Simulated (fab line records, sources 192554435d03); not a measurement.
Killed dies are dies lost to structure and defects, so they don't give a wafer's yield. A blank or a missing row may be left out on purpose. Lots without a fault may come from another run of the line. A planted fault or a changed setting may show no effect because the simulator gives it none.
Problem report in the 8D (eight disciplines) form, filled by code | flow n5_finfet | the parts of the form that need people (team, actions taken, sign-off) are left out

1. THE PROBLEM
rf_fwd_power_W at N5_HKMG_FIN_ETCH_58 reads a mean of 1088.6 W on 1 wafer of 1 lot; wafers without a fault read 874.4 W with a standard deviation of 2.7. That is +79 standard deviations from the usual mean.
The step: etches SOC in N2/H2, target depth 215.8 nm, time 741 s.
First seen on wafer L322.5, day 7 18:32, on rie_diel-01. The record holds 27 wafers of 9 lots with a number at this step. Rule for "out", or "out of limits": more than 4 standard deviations from the usual mean. The other wafers with a number count as sound.

2. WHAT IT IS AND WHAT IT IS NOT
question                    | is                       | is not
which readings at this step | rf_fwd_power_W, rf_vpp_V | drypump_motor_current_A, h2_flow_sccm, oes_product_au, showerhead_plenum_p_Torr, throttle_valve_pct
which lots                  | L322                     | L310, L313, L314, L321, L326, L328, L329, L330
which wafers of those lots  | L322.5                   | L322.2, L322.6
read on which tools         | rie_diel-01              | rie_diel-03, rie_diel-06
when                        | from day 7 18:32         | up to then (14 sound wafers); but 12 sound wafers of L326, L328, L329, L330 came after

3. SUSPECTS, AND WHAT RULES EACH OUT
Counting: a tool at a process step up to the reading stays a suspect if it ran every lot that is out. Sound lots after the first of them don't rule it out here, since some wafers of a struck lot are sound.
- rie_diel-04 at N5_DUMMY_REMOVAL_STRIP_10 (strips in N2/H2, time 40 s): kept. It ran the lot that is out, L322 (day 7 15:59).
- rie_diel-01 at N5_HKMG_FIN_ETCH_58 (etches SOC in N2/H2, target depth 215.8 nm, time 741 s): kept. It ran the lot that is out, L322 (day 7 18:32); its last sound lot up to then is L321 (day 7 15:26). Its own readings are out on those wafers: rf_fwd_power_W, rf_vpp_V.
- Within rie_diel-04 at N5_DUMMY_REMOVAL_STRIP_10: the wafers that are out ran in chamber 1; their sound lot-mates ran in chambers 2, 3.
- Within rie_diel-01 at N5_HKMG_FIN_ETCH_58: the wafers that are out ran in chamber 0; their sound lot-mates ran in chambers 1, 2.
Left after counting: rie_diel-04 at N5_DUMMY_REMOVAL_STRIP_10, rie_diel-01 at N5_HKMG_FIN_ETCH_58.

4. THE CAUSE (what the simulator had put in)
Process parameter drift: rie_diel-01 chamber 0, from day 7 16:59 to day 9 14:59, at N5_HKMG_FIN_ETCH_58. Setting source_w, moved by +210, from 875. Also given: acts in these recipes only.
Counting left 2 suspects, and this tool is among them.

5. THE CHAIN OF EFFECTS, in route order
Each row: a reading whose mean over the struck wafers that have a number lies more than 3 standard deviations from the usual. Only readings for which the record gives a usual standard deviation are gone through. hours: the time from each lot's start at the first step in this table that gives one to its start at this step, as a median over the lots. sigmas: the change in usual standard deviations.
hours | step                | reading        | usual   | on struck wafers | change | sigmas
0     | N5_HKMG_FIN_ETCH_58 | rf_fwd_power_W | 874.4 W | 1088.6           | +214.2 | +79
0     | N5_HKMG_FIN_ETCH_58 | rf_vpp_V       | 99.1 V  | 91.5             | -7.6   | -7.7
The process steps in it:
- N5_HKMG_FIN_ETCH_58: etches SOC in N2/H2, target depth 215.8 nm, time 741 s.
Later measuring or inspecting steps at which every struck wafer that the step has a row for has a number for every such reading, and none has moved that far: N5_BEOL_M4_RC_MEAS_101.

6. WHAT WOULD HAVE CAUGHT IT SOONER
In this record the first reading out of limits was taken at day 7 18:32, 2 hours after the fault began at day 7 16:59.
